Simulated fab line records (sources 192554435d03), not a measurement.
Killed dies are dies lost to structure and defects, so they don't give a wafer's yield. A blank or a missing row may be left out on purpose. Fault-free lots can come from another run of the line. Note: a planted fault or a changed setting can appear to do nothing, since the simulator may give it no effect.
A lot that was struck, set against a sound lot    flow n5_finfet    36 steps out of a route of 1938
Sound: these wafers, L875.1, L875.2, L875.5. Struck: wafer L891.3 (left out: L891.1, L891.5 of the same lot, which were not struck); the cause appears at the end.
At each step with rows: each side's tool, then ch and its chambers, then its first start. Under that, the readings that differ: sound wafers    struck wafers    difference of the means    sigmas: that difference in standard deviations of wafers without a fault.
alike: same words and numbers on both sides, and readings whose means sit less than 2 such deviations apart. not compared: any withheld reading, any reading some wafer has no value for, any bound like >300 that may hide the same value, and any number with overlapping values for which the record gives no deviation.
A row with sigmas, a row that says differs or no value, or rows on one side alone: a step with any of these is where the two part. When numbers do not overlap yet have no deviation, they are printed without sigmas and do not part them. Lack of a reading on every wafer of one side parts them only where that side has two or more wafers.

first, 9 steps without rows for these wafers: N5_PMOS_HMC_CHANNEL_EPI_COAT_31 (time 60 s, resist thk 66 nm); N5_PMOS_HMC_CHANNEL_EPI_COAT_03 (resist thk 205 nm); N5_PMOS_HMC_CHANNEL_EPI_EBR_05; N5_PMOS_HMC_CHANNEL_EPI_SOFTBAKE_04 (time 60 s); N5_PMOS_HMC_CHANNEL_EPI_EXPOSE_06 (exposes mask PMOS HMC BLK, target cd 240 nm); N5_PMOS_HMC_CHANNEL_EPI_PEB_07 (peb time 60 s); N5_PMOS_HMC_CHANNEL_EPI_DEVELOP_08 (develop time 30 s); N5_PMOS_HMC_CHANNEL_EPI_DESCUM_14 (chemistry O2, time 7.9 s); N5_PMOS_HMC_CHANNEL_EPI_ETCH_32 (etches BARC in N2/H2, stops on SiO2, target depth 85.8 nm, time 50.3 s).
N5_PMOS_HMC_CHANNEL_EPI_HM_OPEN_15: chemistry CHF3/O2, target SiO2, target depth 40.6 nm, time 20.3 s.
  sound on rie_diel-04 ch 0,1,2, day 1 23:31; struck on rie_diel-04 ch 2, day 5 23:17
  alike: drypump_motor_current_A, oes_product_au, rf_vpp_V, showerhead_plenum_p_Torr, throttle_valve_pct
  not compared: rf_hours_counter_h
then, 25 steps without rows for these wafers: N5_PMOS_HMC_CHANNEL_EPI_STRIP_33 (strips in N2/H2); N5_PMOS_HMC_CHANNEL_EPI_STRIP_17 (strips in SPM, time 750 s); N5_PMOS_HMC_CHANNEL_EPI_ETCH_38 (etches SiO2 in CF4, target depth 1.5 nm); N5_PMOS_HMC_CHANNEL_EPI_FIN_RECESS_16 (chemistry HBr/Cl2, target Si, target depth 54 nm, time 18 s); N5_PMOS_HMC_CHANNEL_EPI_PRECLEAN_36 (cleans in O3/DIW, time 45 s); N5_PMOS_HMC_CHANNEL_EPI_PRECLEAN_18 (cleans in DHF, time 30 s); N5_PMOS_HMC_CHANNEL_EPI_SRD_19 (time 30 s); N5_PMOS_HMC_CHANNEL_EPI_EPI_20 (deposits SiGe30, target thk 59 nm); N5_PMOS_HMC_CHANNEL_EPI_HM_STRIP_35 (strips SiO2 in dHF, material SiO2, target depth 39.6 nm, time 216 s); N5_PMOS_HMC_CHANNEL_EPI_SRD_39 (time 30 s); N5_PMOS_HMC_CHANNEL_EPI_CMP_21 (polishes SiGe30, target thk 54 nm); N5_PMOS_HMC_CHANNEL_EPI_PRECLEAN_40 (cleans in DHF, time 30 s); N5_PMOS_HMC_CHANNEL_EPI_PRECLEAN_37 (cleans in O3/DIW, time 45 s); N5_PMOS_HMC_CHANNEL_EPI_PRECLEAN_24 (cleans in DHF, time 30 s); N5_PMOS_HMC_CHANNEL_EPI_SRD_25 (time 30 s); N5_PMOS_HMC_CHANNEL_EPI_EPI_26 (deposits Si from SiH4/H2, target thk 3.8 nm, time 22.7 s); N5_FIN_SAQP_PRECLEAN_42 (cleans in O3/DIW, time 60 s); N5_FIN_SAQP_PRECLEAN_00 (cleans in SC1, time 60 s); N5_FIN_SAQP_PRECLEAN_44 (cleans in SC2, time 45 s); N5_FIN_SAQP_SRD_01 (time 30 s); N5_FIN_SAQP_ALD_61 (deposits SiO2, target thk 4 nm, pulse time 1 s, purge time 2 s); N5_FIN_SAQP_DENSIFY_62 (time 60 s); N5_FIN_SAQP_HM_DEP_03 (deposits SiNx from SiH4/NH3/N2, target thk 38 nm, time 33.6 s); N5_FIN_SAQP_PECVD_47 (deposits a-Si from SiH4/He, target thk 45 nm, time 36.3 s); N5_FIN_SAQP_PECVD_48 (deposits SiNx from SiH4/NH3/N2, target thk 25 nm, time 22.1 s).
-- the record jumps here: 11 days lie between the struck wafers' starts before and after (it left off in module FIN_SAQP and takes up again in module PASSIVATION, whose first step shown is number 1936 of the route) --
N5_PASSIVATION_PROBE_49:
  the record has rows for the struck wafers here (prober-01, day 16 19:43) and none for the sound ones

## WHERE THEY PART
Only at N5_PASSIVATION_PROBE_49, within this record.

WHY: what the simulator had put in
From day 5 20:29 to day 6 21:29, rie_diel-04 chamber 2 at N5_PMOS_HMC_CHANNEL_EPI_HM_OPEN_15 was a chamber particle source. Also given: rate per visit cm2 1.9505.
